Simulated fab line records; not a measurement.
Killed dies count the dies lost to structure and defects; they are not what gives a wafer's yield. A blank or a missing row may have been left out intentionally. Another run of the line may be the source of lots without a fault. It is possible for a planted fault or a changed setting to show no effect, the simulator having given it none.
The same fault as seen by 3 desks    flow n5-finfet    only its own numbers are on each desk; what lay behind them is given at the end

== THE DEFECT DESK ==
Inspection counts along the route, by lot: the mean over sampled wafers that carry a number. Any lot whose mean is over 4 standard deviations away from the usual mean is out of limits and marked OUT; that distance is given in the brackets.
Columns: A = raw-defect-count at N5_BEOL_M9_INSPECT_58, usual 71
lot   first seen here  A
L218  day 10 22:44     83
L222  day 13 00:27     48
L224  day 13 23:19     67
L223  day 13 23:46     1490 (+57) OUT
L220  day 15 23:41     115
L236  day 17 02:25     90
L237  day 17 06:53     109
L239  day 17 09:48     59
L241  day 17 18:22     89
This desk's finding: out of limits on L223; first on L223, day 13 23:46 (raw-defect-count at N5_BEOL_M9_INSPECT_58). L218, L222, L224, L220, L236, L237, L239, L241: within limits.

== FOR THE TOOL OWNER'S DESK: cmp-03 ==
The tool's own readings at N5_BEOL_M9_CMP_52 (polishes, stops on SiCOH lowk, t overpolish 7 s, target thk 140 nm): means of the sampled wafers that have a number, for each lot that ran on this tool. Any lot whose mean is over 4 standard deviations away from the usual mean is out of limits and marked OUT; that distance is given in the brackets.
Columns: A = barrier-field-endpoint-s at N5_BEOL_M9_CMP_52, usual 28.9 s; B = motor-current-A at N5_BEOL_M9_CMP_52, usual 6.1 A; C = overpolish-run-s at N5_BEOL_M9_CMP_52, usual 7.000 s; D = time-to-endpoint-s at N5_BEOL_M9_CMP_52, usual 65 s
lot   first seen here  A                B    C                        D
L222  day 12 23:59     29.2             6.2  7.003                    65
L224  day 13 22:52     27.5             6.3  7.004                    59
L223  day 13 23:19     35.1 (+6.8) OUT  6.2  4.675 (-99 or more) OUT  75
This desk's finding: out of limits on L223; first on L223, day 13 23:19 (barrier-field-endpoint-s at N5_BEOL_M9_CMP_52). L222, L224: within limits.

== METROLOGY DESK ==
What the gauges read, lot by lot, whatever tool the lot ran on: means of the sampled wafers that have a number. Any lot whose mean is over 4 standard deviations away from the usual mean is out of limits and marked OUT; that distance is given in the brackets. 7 of its 11 readings are shown: the first one out of limits and those lying furthest out on some lot.
Columns: A = DIBL_P at N5_BEOL_M4_RC_MEAS_101, usual 36.2 mV/V; B = IOFF_N at N5_BEOL_M4_RC_MEAS_101, usual 0.154 nA/um; C = IOFF_P at N5_BEOL_M4_RC_MEAS_101, usual 0.21 nA/um; D = SS_N at N5_BEOL_M4_RC_MEAS_101, usual 71.4 mV/dec; E = VT_N at N5_BEOL_M4_RC_MEAS_101, usual 250.2 mV; F = VT_P at N5_BEOL_M4_RC_MEAS_101, usual -251 mV; G = M9_THK at N5_BEOL_M9_THK_MEAS_53, usual 141 nm
lot   first seen here  A     B      C     D     E      F     G
L218  day 9 00:48      35.5  0.156  0.26  71.0  250.7  -243  142
L222  day 10 23:41     37.4  0.164  0.21  71.7  249.7  -248  144
L223  day 11 22:34     38.7  0.164  0.20  71.4  249.9  -251  181 (+8.9) OUT
L224  day 12 00:50     36.2  0.145  0.19  71.3  250.2  -251  140
L220  day 13 19:13     37.6  0.175  0.23  71.9  247.9  -251  140
L236  day 15 03:25     37.4  0.191  0.24  71.9  248.1  -248  137
L237  day 15 04:00     33.5  0.128  0.19  70.7  255.1  -252  141
L239  day 15 06:41     37.1  0.173  0.26  71.2  247.3  -243  153
L241  day 15 11:02     37.1  0.162  0.22  71.7  251.0  -251  143
This desk's result: L223 out of limits, first on L223 (M9_THK at N5_BEOL_M9_THK_MEAS_53), day 13 23:37. L218, L222, L224, L220, L236, L237, L239, L241: within limits.

== TAKEN TOGETHER ==
The tool owner's desk could have raised an alarm at day 13 23:19, on L223.
On L223, the metrology desk was in a position to raise an alarm at day 13 23:37.
The defect desk could have raised an alarm at day 13 23:46, on L223.
On cmp-03, each named lot ran N5_BEOL_M9_CMP_52.

== WHAT HAD BEEN PUT IN BY THE SIMULATOR ==
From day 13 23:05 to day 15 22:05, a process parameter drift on cmp-03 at N5_BEOL_M9_CMP_52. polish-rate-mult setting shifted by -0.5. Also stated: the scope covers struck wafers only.
Lots struck among those shown: L223.
Hours from the fault's start to each desk's first reading out of limits: the tool owner's desk, 0; the metrology desk, 1; the defect desk, 1.
